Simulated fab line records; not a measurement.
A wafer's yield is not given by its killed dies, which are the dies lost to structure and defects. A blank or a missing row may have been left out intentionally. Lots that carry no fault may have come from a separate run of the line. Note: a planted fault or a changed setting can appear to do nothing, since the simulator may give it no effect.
Comparing a struck lot with a sound one + flow nandHarc + 17 out of 1302 route steps
Sound: these wafers, L776.1, L776.3, L776.6. The struck wafers were L781.1, L781.3, L781.6. At the end, the cause is stated.
At each step with rows: each side's tool, then ch and its chambers, then its first start. Under that, the readings that differ: sound wafers + struck wafers + difference of the means + sigmas: that difference in standard deviations of wafers without a fault.
alike: a reading whose means differ by less than 2 such deviations, as well as words and numbers matching on both sides. not compared: withheld readings; readings where some wafer has no value; bounds like >300 that might hide an equal value; numbers whose values overlap and for which the record gives no deviation.
A row with sigmas, a row that says differs or no value, or rows on one side alone: a step with any of these is where the two part. Numbers that don't overlap but have no deviation are shown without sigmas and don't part them. A reading that every wafer of one side lacks parts them only if that side has two wafers or more.

NHARC_P_M1_INSPECT_11:
  sound on defectInspect-01, day 6 18:17; struck on defectInspect-02, day 8 20:44
  alike: rawDefectCount
NHARC_P_M1_DESCUM_14: chemistry O2, time 3 s.
  sound on rieDiel-13 ch 0,2,3, day 6 18:20; struck on rieDiel-13 ch 0,1,2, day 8 20:48
  alike: drypumpMotorCurrentA, oesProductAu, rfVppV, showerheadPlenumPTorr, throttleValvePct
  not compared: rfHoursCounterH
NHARC_P_M1_ETCH_35: etches the open film in N2/H2, target depth 40 nm, overetch 12 nm, time 43.94 s.
  sound on rieDiel-13 ch 0,2, day 6 18:26; struck on rieDiel-13 ch 0,1, day 8 20:53
| reading             | sound             | struck            | difference | sigmas |
|---------------------|-------------------|-------------------|------------|--------|
| oesProductAu (a.u.) | 0.981 0.995 0.985 | 0.999 1.009 1.003 | +0.017     | +2     |
  alike: biasW, drypumpMotorCurrentA, rfVppV, showerheadPlenumPTorr, throttleValvePct
  not compared: rfHoursCounterH
then, 1 step without rows for these wafers: NHARC_P_M1_ETCH_15 (etches the open film in C4F8/Ar, target depth 182.5 nm, time 91.2 s).
NHARC_P_M1_CD_MEAS_16:
  sound on cdSem-03, day 6 18:38; struck on cdSem-03, day 8 21:06
  alike: cdNm
NHARC_P_M1_STRIP_18: strips in N2/H2.
  sound on rieDiel-05 ch 0,2, day 6 18:44; struck on rieDiel-07 ch 0,2,3, day 8 21:14
  alike: drypumpMotorCurrentA, oesProductAu, powerW, rfVppV, showerheadPlenumPTorr, throttleValvePct
  not compared: rfHoursCounterH
then, 3 steps without rows for these wafers: NHARC_P_M1_ETCH_28 (etches the open film in CF4/N2, target depth 30 nm, time 72.99 s); NHARC_P_M1_STRIP_19 (strips in post etch residue remover, time 600 s); NHARC_P_M1_DEGAS_29 (time 60 s).
NHARC_P_M1_PRE_CLEAN_30: time 30 s.
  sound on pvdSputter-03; struck on pvdSputter-03
  alike: heaterPowerW
then, 2 steps without rows for these wafers: NHARC_P_M1_PVD_20 (deposits TaN, target thk 5 nm, time 8.06 s); NHARC_P_M1_PVD_21 (deposits Cu, target thk 30 nm, time 20.49 s).
NHARC_P_M1_ECD_22: material Cu, target thk 400 nm.
  sound on ecdCu-02 ch 0,1, day 6 19:46; struck on ecdCu-02 ch 1, day 8 22:58
NHARC_P_M1_ANNEAL_31: time 90 s.
  sound on rtpAnneal-01 ch 0, day 6 20:06; struck on rtpAnneal-02 ch 0, day 8 23:20
  alike: wafer_temp_C_max
NHARC_P_M1_CMP_23: polishes, t overpolish 20 s, target thk 157.82 nm.
  sound on cmp-02 ch 1,2, day 6 20:26; struck on cmp-04 ch 0,1,2, day 8 23:42
| reading             | sound          | struck         | difference | sigmas |
|---------------------|----------------|----------------|------------|--------|
| timeToEndpointS (s) | 30.1 27.9 27.8 | 58.8 60.7 58.9 | +30.9      | +13    |
  alike: motorCurrentA
NHARC_P_M1_THK_MEAS_24: measures by xrf.
  sound on filmMetro-01, day 6 20:46; struck on filmMetro-01, day 9 00:00
  alike: thkNm
-- record jumps: 18 days between struck wafers' starts before vs after; left off in module P_M1, resumes in module END, first step shown is number 1302 of the route --
NHARC_END_SORT_01:
  the record has rows for the struck wafers here (prober-01 ch 0, day 27 04:55) and none for the sound ones

WHERE THEY PART
At NHARC_P_M1_ETCH_35 first; at NHARC_END_SORT_01 last (within this record only).

WHY: whatever the simulator had introduced
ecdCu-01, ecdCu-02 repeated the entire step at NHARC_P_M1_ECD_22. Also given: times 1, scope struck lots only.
